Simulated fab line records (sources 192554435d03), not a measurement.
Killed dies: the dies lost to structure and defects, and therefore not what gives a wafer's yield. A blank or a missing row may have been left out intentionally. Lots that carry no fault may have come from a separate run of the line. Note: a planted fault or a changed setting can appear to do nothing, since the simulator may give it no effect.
Matching of chambers :: flow n5 finfet :: 4 sister chambers for N5_BEOL_M6_ETCH_72 on rie diel-02
The step etches underlayer in N2/H2, target depth 6.5 nm, time 5.2 s. 16 wafers are shown with their chamber, then 8 later ones without.

== EACH WAFER AND ITS CHAMBER ==
wafer: L080.1
chamber: 1
drypump motor current A (A): 5.5
showerhead plenum p Torr (Torr): 2.66
throttle valve pct (%): 17.77

wafer: L080.2
chamber: 0
drypump motor current A (A): 5.3
showerhead plenum p Torr (Torr): 2.69
throttle valve pct (%): 17.65

wafer: L080.6
chamber: 2
drypump motor current A (A): 6.4
showerhead plenum p Torr (Torr): 2.50
throttle valve pct (%): 17.74

wafer: L082.1
chamber: 3
drypump motor current A (A): 5.9
showerhead plenum p Torr (Torr): 2.63
throttle valve pct (%): 17.83

wafer: L082.2
chamber: 1
drypump motor current A (A): 5.4
showerhead plenum p Torr (Torr): 2.66
throttle valve pct (%): 17.77

wafer: L082.6
chamber: 1
drypump motor current A (A): 5.5
showerhead plenum p Torr (Torr): 2.66
throttle valve pct (%): 17.75

wafer: L085.1
chamber: 3
drypump motor current A (A): 5.9
showerhead plenum p Torr (Torr): 2.62
throttle valve pct (%): 17.84

wafer: L085.2
chamber: 1
drypump motor current A (A): 5.5
showerhead plenum p Torr (Torr): 2.66
throttle valve pct (%): 17.80

wafer: L085.6
chamber: 2
drypump motor current A (A): 6.4
showerhead plenum p Torr (Torr): 2.49
throttle valve pct (%): 17.77

wafer: L083.1
chamber: 3
drypump motor current A (A): 5.9
showerhead plenum p Torr (Torr): 2.62
throttle valve pct (%): 17.85

wafer: L083.3
chamber: 2
drypump motor current A (A): 6.4
showerhead plenum p Torr (Torr): 2.49
throttle valve pct (%): 17.75

wafer: L083.5
chamber: 2
drypump motor current A (A): 6.4
showerhead plenum p Torr (Torr): 2.49
throttle valve pct (%): 17.76

wafer: L087.1
chamber: 1
drypump motor current A (A): 5.5
showerhead plenum p Torr (Torr): 2.66
throttle valve pct (%): 17.77

wafer: L087.5
chamber: 0
drypump motor current A (A): 5.3
showerhead plenum p Torr (Torr): 2.68
throttle valve pct (%): 17.65

wafer: L087.6
chamber: 1
drypump motor current A (A): 5.5
showerhead plenum p Torr (Torr): 2.66
throttle valve pct (%): 17.80

wafer: L090.1
chamber: 0
drypump motor current A (A): 5.3
showerhead plenum p Torr (Torr): 2.68
throttle valve pct (%): 17.66

SIGNATURES, as means of the wafers listed above
reading: drypump motor current A
chamber 0: 5.300
chamber 1: 5.483
chamber 2: 6.400
chamber 3: 5.900
scatter within a chamber: 0.0264

reading: showerhead plenum p Torr
chamber 0: 2.6833
chamber 1: 2.6600
chamber 2: 2.4925
chamber 3: 2.6233
scatter within a chamber: 0.00417

reading: throttle valve pct
chamber 0: 17.6533
chamber 1: 17.7767
chamber 2: 17.7550
chamber 3: 17.8400
scatter within a chamber: 0.015
Rule: a wafer lies at a distance from a chamber equal to the root of the sum of squares, over the readings, of (its reading less the chamber's mean, divided by the reading's scatter). If the next closest chamber is less than 2 further off than the closest, the wafer can't be placed; otherwise it belongs to the closest. How the scatter is found: for the shown wafers, subtract from each reading the mean of its chamber, square and add these, divide the total by (wafers less chambers), then take the root.

== WAFERS WHOSE CHAMBER IS MISSING ==
wafer: L090.4
drypump motor current A (A): 5.5
showerhead plenum p Torr (Torr): 2.66
throttle valve pct (%): 17.78

wafer: L090.5
drypump motor current A (A): 5.9
showerhead plenum p Torr (Torr): 2.62
throttle valve pct (%): 17.83

wafer: L091.3
drypump motor current A (A): 6.4
showerhead plenum p Torr (Torr): 2.49
throttle valve pct (%): 17.78

wafer: L091.4
drypump motor current A (A): 5.3
showerhead plenum p Torr (Torr): 2.68
throttle valve pct (%): 17.69

wafer: L091.5
drypump motor current A (A): 6.4
showerhead plenum p Torr (Torr): 2.49
throttle valve pct (%): 17.79

wafer: L096.1
drypump motor current A (A): 5.9
showerhead plenum p Torr (Torr): 2.61
throttle valve pct (%): 17.84

wafer: L096.2
drypump motor current A (A): 6.4
showerhead plenum p Torr (Torr): 2.48
throttle valve pct (%): 17.81

wafer: L096.3
drypump motor current A (A): 5.5
showerhead plenum p Torr (Torr): 2.65
throttle valve pct (%): 17.83

== CHAMBER TAKEN BY EACH ==
wafer: L090.4
from the rows above: 1
in truth: 1

wafer: L090.5
from the rows above: 3
in truth: 3

wafer: L091.3
from the rows above: 2
in truth: 2

wafer: L091.4
from the rows above: 0
in truth: 0

wafer: L091.5
from the rows above: 2
in truth: 2

wafer: L096.1
from the rows above: 3
in truth: 3

wafer: L096.2
from the rows above: 2
in truth: 2

wafer: L096.3
from the rows above: 1
in truth: 1
8 of 8 placed correctly. Can't be placed from these rows: 0. Placed wrongly: 0.
